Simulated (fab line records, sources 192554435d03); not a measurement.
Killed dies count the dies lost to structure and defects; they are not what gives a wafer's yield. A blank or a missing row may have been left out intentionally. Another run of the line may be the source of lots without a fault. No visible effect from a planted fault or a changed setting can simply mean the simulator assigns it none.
fab line records	flow n5-finfet
[record] lots = 7	wafers = 21
route steps=1938 shown ZERO_LAYER@9 FIN_SAQP@147 DUMMY_GATE@223 SD_EPI_N@268 SDB@348
start-h: hours from the record's opening day to when the first of the lot's shown wafers began	wait-h: hours since the lot's step before	" unchanged from the row above	L1.1+2: a row that stands for several wafers	- no value, or no start was given	* or withheld: withheld	< > ~ a bound
route shown NAME@n: a module of which the file shows steps, and the number in the route of the first	usual: average and standard deviation across the fault-free wafers	same: alike in all rows	chamber/n: place in a boat	sites: per-site readings	_std_site: how widely they spread, as a standard deviation	_edge_site: outer sites' mean less inner sites'	radius-mm: for every site, how far away it sits from the centre of the wafer	mask NAME#n: copy n	behind: the tool/chamber that last shaped the wafer	hold: the reason the lot was held/the length of the hold in hours/how it ended	device: transistor that didn't switch, given as n, p or np	end of line: the tests these same wafers got at the end of their route	for a step that has no rows: nothing shown but its recipe	killed: the dies lost at the first sort to structure and to defects; this is not the yield of the wafer	map: a wafer's dies, x killed, . not, _ none there
set.NAME: the setting the step ran with; set.NAME@STEP: the setting that earlier step ran with	model.NAME: the simulator's own value behind a step, which no gauge read
one table per step and one row per wafer, for lots whose settings were changed on purpose
[[steps]]
[step N5_ZERO_LAYER_EXPOSE_08]
[recipe] mask-id = ZERO	na = 0.55	source-shape = conventional	sigma-outer = 0.8	polarization = unpolarized	defocus-nm = 0	target-cd-nm = 2000	dose-mj = 16.2
lot.wafer	tool	chamber	start-h	wait-h	mask	set.dose-mj
L074.4+5+6	krf-scanner-01	0	12.61	-	ZERO#0	16.2
L077.4	krf-scanner-02	0	30.48	-	ZERO#0	16.2
L077.5+6	"	0	"	"	ZERO#0	15.21
L083.2+3+6	krf-scanner-01	0	66.47	-	ZERO#0	16.2
L087.2+3+4	krf-scanner-01	0	90.60	-	ZERO#0	15.68
L095.1+3	krf-scanner-02	0	138.61	-	ZERO#0	15.55
L095.5	"	0	"	"	ZERO#0	16.2
L096.3	krf-scanner-01	0	144.60	-	ZERO#0	16.92
L096.4+5	"	0	"	"	ZERO#0	16.2
L097.2	krf-scanner-01	0	150.48	-	ZERO#0	16.2
L097.3+6	"	0	"	"	ZERO#0	17.4
[step N5_ZERO_LAYER_DEVELOP_10]
[recipe] develop-time-s = 60	rinse-liquid = diw	dry = air-spin	dev-temp-c = 21
lot.wafer	tool	chamber	start-h	wait-h	set.develop-time-s
L074.4+5+6	litho-track-05	0	-	-	60
L077.4	litho-track-03	0	-	-	60
L077.5+6	"	0	"	"	73.5
L083.2	litho-track-03	0	-	-	66.65
L083.3+6	"	0	"	"	60
L087.2+3	litho-track-05	0	-	-	60
L087.4	"	0	"	"	72.83
L095.1+5	litho-track-02	0	-	-	60
L095.3	"	0	"	"	49.85
L096.3+5	litho-track-02	0	-	-	60
L096.4	"	0	"	"	47.27
L097.2	litho-track-03	0	-	-	60
L097.3+6	"	0	"	"	65.53
[step N5_ZERO_LAYER_HARDBAKE_23]
[recipe] temp-c = 130	time-s = 120
[step N5_ZERO_LAYER_CD_MEAS_11]
[recipe] target-cd-nm = 2000	landing-energy-ev = 500	detector = se-inlens
[usual] cd-nm = 1999.6/2
lot.wafer	tool	chamber	start-h	wait-h	set.dose-mj@ZERO_LAYER_EXPOSE_08	set.develop-time-s@ZERO_LAYER_DEVELOP_10	cd-nm
L074.4	cd-sem-03	0	12.77	-	16.2	60	1998.4
L074.5	"	0	"	"	16.2	60	1999.9
L074.6	"	0	"	"	16.2	60	1998.0
L077.4	cd-sem-02	0	30.65	-	16.2	60	1999.5
L077.5	"	0	"	"	15.21	73.5	1994.3
L077.6	"	0	"	"	15.21	73.5	1992.9
L083.2	cd-sem-03	0	66.64	-	16.2	66.65	2004.8
L083.3	"	0	"	"	16.2	60	2002.5
L083.6	"	0	"	"	16.2	60	2003.0
L087.2	cd-sem-02	0	90.77	-	15.68	60	1992.9
L087.3	"	0	"	"	15.68	60	1992.2
L087.4	"	0	"	"	15.68	72.83	1997.1
L095.1	cd-sem-03	0	138.78	-	15.55	60	1988.9
L095.3	"	0	"	"	15.55	49.85	1987.0
L095.5	"	0	"	"	16.2	60	1998.7
L096.3	cd-sem-03	0	144.77	-	16.92	60	2007.6
L096.4	"	0	"	"	16.2	47.27	1994.7
L096.5	"	0	"	"	16.2	60	2001.6
L097.2	cd-sem-02	0	150.65	-	16.2	60	2005.0
L097.3	"	0	"	"	17.4	65.53	2018.3
L097.6	"	0	"	"	17.4	65.53	2021.2
[step N5_ZERO_LAYER_DESCUM_16]
[recipe] chemistry = O2	time-s = 7.9	source-power-w = 50	bias-power-w = 20	pressure-mtorr = 20	rf-frequency-hz = 2.712e+07	temp-c = 40	o2-flow-sccm = 225
lot.wafer	tool	chamber	start-h	wait-h	set.dose-mj@ZERO_LAYER_EXPOSE_08	set.develop-time-s@ZERO_LAYER_DEVELOP_10	model.ZERO_LAYER.cd-nm
L074.4+6	rie-diel-04	1,0	13.42	0.6	16.2	60	1999
L074.5	"	3	"	"	16.2	60	2000
L077.4	rie-diel-06	3	30.73	0.1	16.2	60	2000
L077.5	"	1	"	"	15.21	73.5	1994
L077.6	"	2	"	"	15.21	73.5	1993
L083.2	rie-diel-06	2	66.68	0.0	16.2	66.65	2004
L083.3+6	"	1,0	"	"	16.2	60	2003
L087.2	rie-diel-04	1	90.81	0.0	15.68	60	1993
L087.3	"	2	"	"	15.68	60	1992
L087.4	"	0	"	"	15.68	72.83	1997
L095.1	rie-diel-06	0	138.84	0.1	15.55	60	1989
L095.3	"	3	"	"	15.55	49.85	1987
L095.5	"	1	"	"	16.2	60	1999
L096.3	rie-diel-06	0	144.81	0.0	16.92	60	2007
L096.4	"	0	"	"	16.2	47.27	1994
L096.5	"	1	"	"	16.2	60	2002
L097.2	rie-diel-06	1	150.69	0.0	16.2	60	2005
L097.3	"	0	"	"	17.4	65.53	2018
L097.6	"	1	"	"	17.4	65.53	2021
[step N5_ZERO_LAYER_ETCH_17]
[recipe] chemistry = CF4	target = SiO2	target-depth-a = 120	time-s = 13.3	ion-energy-ev = 350	pressure-mtorr = 40	source-w = 450	bias-w = 215	Ar_flow_sccm = 100	cf4-flow-sccm = 100
lot.wafer	tool	chamber	start-h	wait-h	set.dose-mj@ZERO_LAYER_EXPOSE_08	set.develop-time-s@ZERO_LAYER_DEVELOP_10	model.ZERO_LAYER.cd-nm
L074.4+6	rie-diel-04	1,0	13.46	0.0	16.2	60	1999
L074.5	"	3	"	"	16.2	60	2000
L077.4	rie-diel-06	3	30.76	0.0	16.2	60	2000
L077.5	"	1	"	"	15.21	73.5	1994
L077.6	"	2	"	"	15.21	73.5	1993
L083.2	rie-diel-06	2	66.71	0.0	16.2	66.65	2004
L083.3+6	"	1,0	"	"	16.2	60	2003
L087.2	rie-diel-04	1	90.84	0.0	15.68	60	1993
L087.3	"	2	"	"	15.68	60	1992
L087.4	"	0	"	"	15.68	72.83	1997
L095.1	rie-diel-06	0	138.88	0.0	15.55	60	1989
L095.3	"	3	"	"	15.55	49.85	1987
L095.5	"	1	"	"	16.2	60	1999
L096.3	rie-diel-06	0	144.84	0.0	16.92	60	2007
L096.4	"	0	"	"	16.2	47.27	1994
L096.5	"	1	"	"	16.2	60	2002
L097.2	rie-diel-06	1	150.72	0.0	16.2	60	2005
L097.3	"	0	"	"	17.4	65.53	2018
L097.6	"	1	"	"	17.4	65.53	2021
[step N5_ZERO_LAYER_ETCH_18]
[recipe] chemistry = HBr/Cl2	target = Si	target-depth-a = 1200	time-s = 40	pressure-mtorr = 10	icp-w = 800	bias-w = 75	HBr_flow_sccm = 150	Cl2_flow_sccm = 80
lot.wafer	tool	chamber	start-h	wait-h	set.dose-mj@ZERO_LAYER_EXPOSE_08	set.develop-time-s@ZERO_LAYER_DEVELOP_10	model.ZERO_LAYER.cd-nm
L074.4+6	rie-si-06	3,1	13.51	0.0	16.2	60	1999
L074.5	"	0	"	"	16.2	60	2000
L077.4	rie-si-02	0	30.83	0.0	16.2	60	2000
L077.5	"	0	"	"	15.21	73.5	1994
L077.6	"	3	"	"	15.21	73.5	1993
L083.2	rie-si-03	0	66.79	0.0	16.2	66.65	2004
L083.3+6	"	2,0	"	"	16.2	60	2003
L087.2	rie-si-06	3	90.92	0.0	15.68	60	1993
L087.3	"	2	"	"	15.68	60	1992
L087.4	"	2	"	"	15.68	72.83	1997
L095.1	rie-si-03	1	138.95	0.0	15.55	60	1989
L095.3	"	3	"	"	15.55	49.85	1987
L095.5	"	3	"	"	16.2	60	1999
L096.3	rie-si-02	0	144.92	0.1	16.92	60	2007
L096.4	"	3	"	"	16.2	47.27	1994
L096.5	"	2	"	"	16.2	60	2001
L097.2	rie-si-03	3	150.80	0.0	16.2	60	2005
L097.3	"	0	"	"	17.4	65.53	2018
L097.6	"	1	"	"	17.4	65.53	2021
[step N5_FIN_SAQP_FIN_ETCH_36]
[recipe] chemistry = HBr/Cl2/O2	target-depth-a = 1200	mask-material = SiNx	time-s = 50.4	bias-w = 102	pressure-mtorr = 10	icp-w = 800	HBr_flow_sccm = 150	Cl2_flow_sccm = 80	O2_flow_sccm = 12
lot.wafer	tool	chamber	start-h	wait-h	set.icp-w	model.etch.depth-nm	model.FIN_SAQP.feature-depth-nm
L074.4+6	rie-si-03	0,2	28.93	0.0	800	119.2	119.2
L074.5	"	1	"	"	800	118.4	118.4
L077.4	rie-si-02	2	44.59	0.0	685.4	113.2	113.2
L077.5	"	1	"	"	685.4	108.5	108.6
L077.6	"	2	"	"	800	121.7	121.8
L083.2	rie-si-06	0	82.75	0.0	800	119	119
L083.3	"	1	"	"	713.8	113.1	113
L083.6	"	0	"	"	800	118.7	118.6
L087.2	rie-si-06	0	108.07	0.0	800	121.2	121.2
L087.3	"	1	"	"	800	122.3	122.4
L087.4	"	3	"	"	800	123.1	123
L095.1	rie-si-03	1	154.64	0.0	916.7	127.1	127.2
L095.3	"	0	"	"	800	118.4	118.4
L095.5	"	1	"	"	800	119.5	119.6
L096.3	rie-si-02	3	158.28	0.0	800	122.1	122
L096.4	"	2	"	"	800	122.8	122.8
L096.5	"	0	"	"	719.5	116.6	116.6
L097.2	rie-si-03	2	183.99	0.0	800	118.3	118.4
L097.3	"	3	"	"	800	120.5	120.6
L097.6	"	1	"	"	800	118	118
[step N5_FIN_SAQP_PRECLEAN_38]
[recipe] chemistry = O3/DIW	time-s = 45	temp-c = 22	o3-ppm = 10
[step N5_FIN_SAQP_PRECLEAN_45]
[recipe] chemistry = dHF	time-s = 10	dilution = 500:1	temp-c = 25
[step N5_FIN_SAQP_SRD_39]
[recipe] dry = ipa-marangoni	time-s = 30	temp-c = 23	rinse-liquid = diw
[step N5_FIN_SAQP_OCD_MEAS_76]
[usual] trench-depth-nm = 120.0/1.9
lot.wafer	tool	chamber	start-h	wait-h	set.icp-w@FIN_SAQP_FIN_ETCH_36	trench-depth-nm
L074.4	ocd-02	-	29.15	0.0	800	119.2
L074.5	"	-	"	"	800	118.3
L074.6	"	-	"	"	800	120.0
L077.4	ocd-02	-	44.82	0.0	685.4	112.7
L077.5	"	-	"	"	685.4	109.0
L077.6	"	-	"	"	800	122.2
L083.2	ocd-01	-	82.99	0.0	800	118.9
L083.3	"	-	"	"	713.8	113.6
L083.6	"	-	"	"	800	119.1
L087.2	ocd-02	-	108.29	0.0	800	120.9
L087.3	"	-	"	"	800	122.6
L087.4	"	-	"	"	800	122.7
L095.1	ocd-02	-	154.85	0.0	916.7	127.2
L095.3	"	-	"	"	800	118.5
L095.5	"	-	"	"	800	119.1
L096.3	ocd-01	-	158.50	0.0	800	122.0
L096.4	"	-	"	"	800	122.6
L096.5	"	-	"	"	719.5	117.0
L097.2	ocd-02	-	184.21	0.0	800	118.3
L097.3	"	-	"	"	800	120.7
L097.6	"	-	"	"	800	118.3
[step N5_DUMMY_GATE_COAT_35]
[recipe] resist = SiARC	temp-c = 220	time-s = 60	spin-rpm = 1500	resist-thk-nm = 10
lot.wafer	tool	chamber	start-h	wait-h	set.spin-rpm	model.SiARC_of_DUMMY_GATE_COAT_35.thk-nm
L074.4+5+6	litho-track-03	0	-	-	1500	10
L077.4	litho-track-05	0	-	-	1500	10
L077.5+6	"	0	"	"	1556	9.8
L083.2+6	litho-track-02	0	-	-	1500	10
L083.3	"	0	"	"	1667	9.4
L087.2+3+4	litho-track-05	0	-	-	1500	10
L095.1+5	litho-track-02	0	-	-	1500	10
L095.3	"	0	"	"	1351	10.4
L096.3	litho-track-03	0	-	-	1586	9.8
L096.4+5	"	0	"	"	1500	10
L097.2+3+6	litho-track-02	0	-	-	1500	10
[step N5_SD_EPI_N_PEB_07]
[recipe] peb-temp-c = 110	peb-time-s = 60	resist = CAR-ArF-block
lot.wafer	tool	chamber	start-h	wait-h	set.peb-time-s
L074.4+5+6	litho-track-01	0	50.38	0.0	60
L077.4+5	litho-track-01	0	69.27	0.0	60
L077.6	"	0	"	"	48.63
L083.2+3	litho-track-02	0	106.29	0.0	60
L083.6	"	0	"	"	67.22
L087.2+3+4	litho-track-04	0	130.28	0.0	60
L095.1	litho-track-04	0	191.64	0.1	60
L095.3+5	"	0	"	"	69.34
L096.3+4+5	litho-track-02	0	198.19	0.0	60
L097.2+6	litho-track-04	0	211.07	0.0	65.62
L097.3	"	0	"	"	60
[step N5_SD_EPI_N_DEVELOP_08]
[recipe] develop-time-s = 30	developer = TMAH	resist = CAR-ArF-block	dev-temp-c = 23	rinse-liquid = diw	dry = air-spin
[step N5_SD_EPI_N_CD_MEAS_09]
[recipe] target-cd-nm = 120	landing-energy-ev = 500	detector = se-inlens
[usual] cd-nm = 120.1/0.81
lot.wafer	tool	chamber	start-h	wait-h	set.peb-time-s@SD_EPI_N_PEB_07	cd-nm
L074.4	cd-sem-02	0	50.45	-	60	118.6
L074.5	"	0	"	"	60	119.8
L074.6	"	0	"	"	60	119.6
L077.4	cd-sem-01	0	69.33	-	60	119.5
L077.5	"	0	"	"	60	118.7
L077.6	"	0	"	"	48.63	111.7
L083.2	cd-sem-01	0	106.36	-	60	118.7
L083.3	"	0	"	"	60	118.0
L083.6	"	0	"	"	67.22	122.5
L087.2	cd-sem-03	0	130.35	-	60	121.4
L087.3	"	0	"	"	60	120.5
L087.4	"	0	"	"	60	120.0
L095.1	cd-sem-02	0	191.71	-	60	119.9
L095.3	"	0	"	"	69.34	125.2
L095.5	"	0	"	"	69.34	124.7
L096.3	cd-sem-03	0	198.26	-	60	118.9
L096.4	"	0	"	"	60	119.7
L096.5	"	0	"	"	60	118.8
L097.2	cd-sem-01	0	211.14	-	65.62	123.8
L097.3	"	0	"	"	60	121.1
L097.6	"	0	"	"	65.62	123.8
[step N5_SD_EPI_N_DESCUM_14]
[recipe] chemistry = O2	time-s = 7.9	source-power-w = 50	bias-power-w = 20	pressure-mtorr = 20	rf-frequency-hz = 2.712e+07	temp-c = 40	resist = CAR-ArF-block	o2-flow-sccm = 225
lot.wafer	tool	chamber	start-h	wait-h	set.peb-time-s@SD_EPI_N_PEB_07	model.SD_EPI_N.cd-nm
L074.4	rie-diel-01	0	50.81	0.3	60	118.6
L074.5	"	1	"	"	60	120
L074.6	"	0	"	"	60	119.6
L077.4	rie-diel-01	3	69.43	0.0	60	119.4
L077.5	"	0	"	"	60	119
L077.6	"	1	"	"	48.63	112.4
L083.2	rie-diel-01	2	107.07	0.7	60	118.8
L083.3	"	1	"	"	60	118.2
L083.6	"	2	"	"	67.22	122.8
L087.2	rie-diel-03	0	130.43	0.0	60	121.2
L087.3	"	1	"	"	60	119.8
L087.4	"	3	"	"	60	120
L095.1	rie-diel-02	2	191.79	0.0	60	120
L095.3	"	0	"	"	69.34	125
L095.5	"	1	"	"	69.34	124.6
L096.3+5	rie-diel-01	0,3	198.34	0.0	60	118.6
L096.4	"	3	"	"	60	119.4
L097.2+6	rie-diel-01	2	211.22	0.0	65.62	123.6
L097.3	"	0	"	"	60	121.2
[step N5_SD_EPI_N_ETCH_34]
[recipe] chemistry = CF4	target = SiARC	target-depth-a = 455	mask-material = CAR-ArF-block	time-s = 75.8	ion-energy-ev = 80	pressure-mtorr = 40	source-w = 545	bias-w = 36	Ar_flow_sccm = 100	cf4-flow-sccm = 100	ends = cleared
lot.wafer	tool	chamber	start-h	wait-h	set.peb-time-s@SD_EPI_N_PEB_07	model.SD_EPI_N.cd-nm
L074.4	rie-diel-01	0	50.85	0.0	60	118.4
L074.5	"	1	"	"	60	120
L074.6	"	0	"	"	60	119.4
L077.4	rie-diel-01	3	69.48	0.0	60	119
L077.5	"	0	"	"	60	118.8
L077.6	"	1	"	"	48.63	112.2
L083.2	rie-diel-01	2	107.11	0.0	60	119.2
L083.3	"	1	"	"	60	118
L083.6	"	2	"	"	67.22	123.4
L087.2	rie-diel-03	0	130.47	0.0	60	121.6
L087.3+4	"	1,3	"	"	60	119.8
L095.1	rie-diel-02	2	191.83	0.0	60	120
L095.3+5	"	0,1	"	"	69.34	124.8
L096.3	rie-diel-01	0	198.38	0.0	60	118.4
L096.4	"	3	"	"	60	119.2
L096.5	"	3	"	"	60	118.2
L097.2+6	rie-diel-01	2	211.26	0.0	65.62	124
L097.3	"	0	"	"	60	121.2
[step N5_SD_EPI_N_ETCH_35]
[recipe] chemistry = N2/H2	target = SOC	overetch-a = 1080	mask-material = SiARC	temp-c = 40	ion-energy-ev = 100	source-w = 3000	bias-w = 133	pressure-mtorr = 20	time-s = 486	n2-flow-sccm = 200	h2-flow-sccm = 200
lot.wafer	tool	chamber	start-h	wait-h	set.peb-time-s@SD_EPI_N_PEB_07	model.SD_EPI_N.cd-nm
L074.4	rie-diel-01	0	50.90	0.0	60	120
L074.5	"	1	"	"	60	120.2
L074.6	"	0	"	"	60	121
L077.4	rie-diel-01	3	69.67	0.2	60	119.6
L077.5	"	0	"	"	60	120
L077.6	"	1	"	"	48.63	113.2
L083.2	rie-diel-01	2	107.17	0.0	60	118.6
L083.3	"	1	"	"	60	119
L083.6	"	2	"	"	67.22	124
L087.2	rie-diel-03	0	130.52	0.0	60	123.2
L087.3	"	1	"	"	60	120.4
L087.4	"	3	"	"	60	121.2
L095.1	rie-diel-02	2	191.88	0.0	60	120.4
L095.3	"	0	"	"	69.34	123.8
L095.5	"	1	"	"	69.34	124
L096.3	rie-diel-01	0	198.43	0.0	60	118.8
L096.4	"	3	"	"	60	119.2
L096.5	"	3	"	"	60	117.6
L097.2	rie-diel-01	2	211.31	0.0	65.62	123.4
L097.3	"	0	"	"	60	121.8
L097.6	"	2	"	"	65.62	124.4
[step N5_SD_EPI_N_STRIP_36]
[recipe] chemistry = N2/H2	temp-c = 40	n2-flow-sccm = 200	h2-flow-sccm = 200	rf-frequency-hz = 6e+07
[step N5_SD_EPI_N_ETCHBACK_44]
[recipe] chemistry = CH3F/O2	mode = anisotropic-etchback	target = SiNx	target-depth-a = 145	stop-on = SiO2	over-etch-frac = 0.3	ion-energy-ev = 120	pressure-mtorr = 30	source-w = 395	bias-w = 73	Ar_flow_sccm = 150	CH3F_flow_sccm = 30	O2_flow_sccm = 20
lot.wafer	tool	chamber	start-h	wait-h	set.peb-time-s@SD_EPI_N_PEB_07	model.SD_EPI_N.cd-nm
L074.4	rie-diel-01	0	51.23	0.0	60	119.8
L074.5	"	1	"	"	60	120.2
L074.6	"	0	"	"	60	121
L077.4	rie-diel-01	3	69.88	0.1	60	119.6
L077.5	"	0	"	"	60	120
L077.6	"	1	"	"	48.63	113.2
L083.2	rie-diel-01	2	107.49	0.0	60	118.6
L083.3	"	1	"	"	60	118.8
L083.6	"	2	"	"	67.22	124
L087.2	rie-diel-03	0	130.85	0.0	60	123.4
L087.3	"	1	"	"	60	120.4
L087.4	"	3	"	"	60	121.2
L095.1	rie-diel-02	2	192.21	0.0	60	120.4
L095.3	"	0	"	"	69.34	124
L095.5	"	1	"	"	69.34	123.8
L096.3	rie-diel-01	0	198.76	0.0	60	118.8
L096.4	"	3	"	"	60	119.2
L096.5	"	3	"	"	60	117.6
L097.2	rie-diel-01	2	211.64	0.0	65.62	123.4
L097.3	"	0	"	"	60	121.8
L097.6	"	2	"	"	65.62	124.4
[step N5_SDB_COAT_03]
[recipe] resist = SOC	temp-c = 250	time-s = 60	spin-rpm = 1500	resist-thk-nm = 100
lot.wafer	tool	chamber	start-h	wait-h	set.spin-rpm	model.SOC_of_SDB_COAT_03.thk-nm
L074.4+5+6	litho-track-01	0	68.96	0.0	1500	100.2
L077.4+6	litho-track-02	0	86.36	0.1	1352	105.6
L077.5	"	0	"	"	1500	100.4
L083.2	litho-track-03	0	124.56	0.1	1500	100.4
L083.3	"	0	"	"	1644	95.6
L083.6	"	0	"	"	1644	95.8
L087.2	litho-track-02	0	146.84	0.1	1500	99.6
L087.3	"	0	"	"	1500	99.4
L087.4	"	0	"	"	1500	99.8
L095.1	litho-track-02	0	207.36	0.1	1500	100
L095.3+5	"	0	"	"	1500	100.2
L096.3+4	litho-track-01	0	214.54	0.1	1500	100
L096.5	"	0	"	"	1500	100.4
L097.2	litho-track-02	0	228.03	0.1	1500	100.2
L097.3	"	0	"	"	1500	100.6
L097.6	"	0	"	"	1500	100
[[key]]
[split] step = N5_ZERO_LAYER_EXPOSE_08	setting = dose-mj	stated = 16.2	by = wafer
[response] step = N5_ZERO_LAYER_CD_MEAS_11	reading = cd-nm	change = +1.8	per = 1%	r = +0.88
[response] step = N5_ZERO_LAYER_DESCUM_16	reading = model.ZERO_LAYER.cd-nm	change = +1.8	per = 1%	r = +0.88
[response] step = N5_ZERO_LAYER_ETCH_17	reading = model.ZERO_LAYER.cd-nm	slope = +1.79	per = 1%	together-with = develop-time-s@ZERO_LAYER_DEVELOP_10	explained = 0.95
[response] step = N5_ZERO_LAYER_ETCH_18	reading = model.ZERO_LAYER.cd-nm	slope = +1.79	per = 1%	together-with = develop-time-s@ZERO_LAYER_DEVELOP_10	explained = 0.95
[split] step = N5_ZERO_LAYER_DEVELOP_10	setting = develop-time-s	stated = 60	by = wafer
[response] step = N5_ZERO_LAYER_CD_MEAS_11	reading = cd-nm	slope = +0.223	per = 1%	together-with = dose-mj@ZERO_LAYER_EXPOSE_08	explained = 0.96
[response] step = N5_ZERO_LAYER_DESCUM_16	reading = model.ZERO_LAYER.cd-nm	slope = +0.219	per = 1%	together-with = dose-mj@ZERO_LAYER_EXPOSE_08	explained = 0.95
[response] step = N5_ZERO_LAYER_ETCH_17	reading = model.ZERO_LAYER.cd-nm	slope = +0.219	per = 1%	together-with = dose-mj@ZERO_LAYER_EXPOSE_08	explained = 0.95
[response] step = N5_ZERO_LAYER_ETCH_18	reading = model.ZERO_LAYER.cd-nm	slope = +0.218	per = 1%	together-with = dose-mj@ZERO_LAYER_EXPOSE_08	explained = 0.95
[split] step = N5_FIN_SAQP_FIN_ETCH_36	setting = icp-w	stated = 800	by = wafer
[response] step = N5_FIN_SAQP_FIN_ETCH_36	reading = model.etch.depth-nm	change = +0.62	per = 1%	r = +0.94
[response] step = N5_FIN_SAQP_FIN_ETCH_36	reading = model.FIN_SAQP.feature-depth-nm	change = +0.624	per = 1%	r = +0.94
[response] step = N5_FIN_SAQP_OCD_MEAS_76	reading = trench-depth-nm	change = +0.626	per = 1%	r = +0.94
[split] step = N5_DUMMY_GATE_COAT_35	setting = spin-rpm	stated = 1500	by = wafer
[response] step = N5_DUMMY_GATE_COAT_35	reading = model.SiARC_of_DUMMY_GATE_COAT_35.thk-nm	change = -0.0466	per = 1%	r = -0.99
[split] step = N5_SD_EPI_N_PEB_07	setting = peb-time-s	stated = 60	by = wafer
[response] step = N5_SD_EPI_N_CD_MEAS_09	reading = cd-nm	change = +0.352	per = 1%	r = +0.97
[response] step = N5_SD_EPI_N_DESCUM_14	reading = model.SD_EPI_N.cd-nm	change = +0.333	per = 1%	r = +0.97
[response] step = N5_SD_EPI_N_ETCH_34	reading = model.SD_EPI_N.cd-nm	change = +0.343	per = 1%	r = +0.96
[response] step = N5_SD_EPI_N_ETCH_35	reading = model.SD_EPI_N.cd-nm	change = +0.314	per = 1%	r = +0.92
[response] step = N5_SD_EPI_N_ETCHBACK_44	reading = model.SD_EPI_N.cd-nm	change = +0.315	per = 1%	r = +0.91
[split] step = N5_SDB_COAT_03	setting = spin-rpm	stated = 1500	by = wafer
[response] step = N5_SDB_COAT_03	reading = model.SOC_of_SDB_COAT_03.thk-nm	change = -0.509	per = 1%	r = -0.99
